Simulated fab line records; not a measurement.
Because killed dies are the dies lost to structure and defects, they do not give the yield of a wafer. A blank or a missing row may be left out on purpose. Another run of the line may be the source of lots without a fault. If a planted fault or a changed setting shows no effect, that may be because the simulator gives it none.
Matching of chambers	flow n5_finfet	N5_BEOL_M4_ETCH_77 on rie_diel-04 has 4 sister chambers
The step etches underlayer in N2/H2, target depth 6.5 nm, time 5.2 s. 8 wafers are shown with their chamber, then 12 later ones without.

WAFERS PAIRED WITH THEIR CHAMBERS
wafer	chamber	throttle_valve_pct (%)	oes_product_au (a.u.)
L087.5	1	18.07	0.69
L089.5	3	17.72	0.82
L090.2	2	17.65	0.65
L090.3	0	17.89	0.59
L090.5	1	18.08	0.68
L092.2	2	17.65	0.64
L092.4	0	17.91	0.58
L092.5	3	17.69	0.80

WAFERS WHOSE CHAMBER IS MISSING
wafer	throttle_valve_pct (%)	oes_product_au (a.u.)
L093.3	17.71	0.80
L093.5	17.94	0.59
L093.6	17.69	0.79
L095.1	17.66	0.65
L095.4	17.93	0.58
L095.6	18.10	0.67
L096.2	17.67	0.64
L096.4	17.92	0.58
L096.5	17.95	0.58
L091.3	17.69	0.63
L091.4	18.14	0.66
L091.5	17.69	0.63

THE CHAMBER EACH PASSED THROUGH
wafer	from the rows above	in truth
L093.3	3	3
L093.5	0	0
L093.6	3	3
L095.1	2	2
L095.4	0	0
L095.6	1	1
L096.2	2	2
L096.4	0	0
L096.5	0	0
L091.3	2	2
L091.4	1	1
L091.5	2	2
Correctly placed: 12 of 12. From these rows, 0 cannot be placed. Wrongly placed: 0.
How it was worked out, from the rows above alone: a wafer's distance from a chamber is the root of the sum, over the readings, of the square of ((its reading less the chamber's mean) divided by the reading's scatter). The wafer belongs to the nearest chamber; if the next one is less than 2 further off, it can't be placed. For every chamber, the mean is computed from those of its wafers that are shown. The scatter: the root of (the sum of the squares of (reading less its chamber's mean) over the shown wafers, divided by (wafers less chambers)).
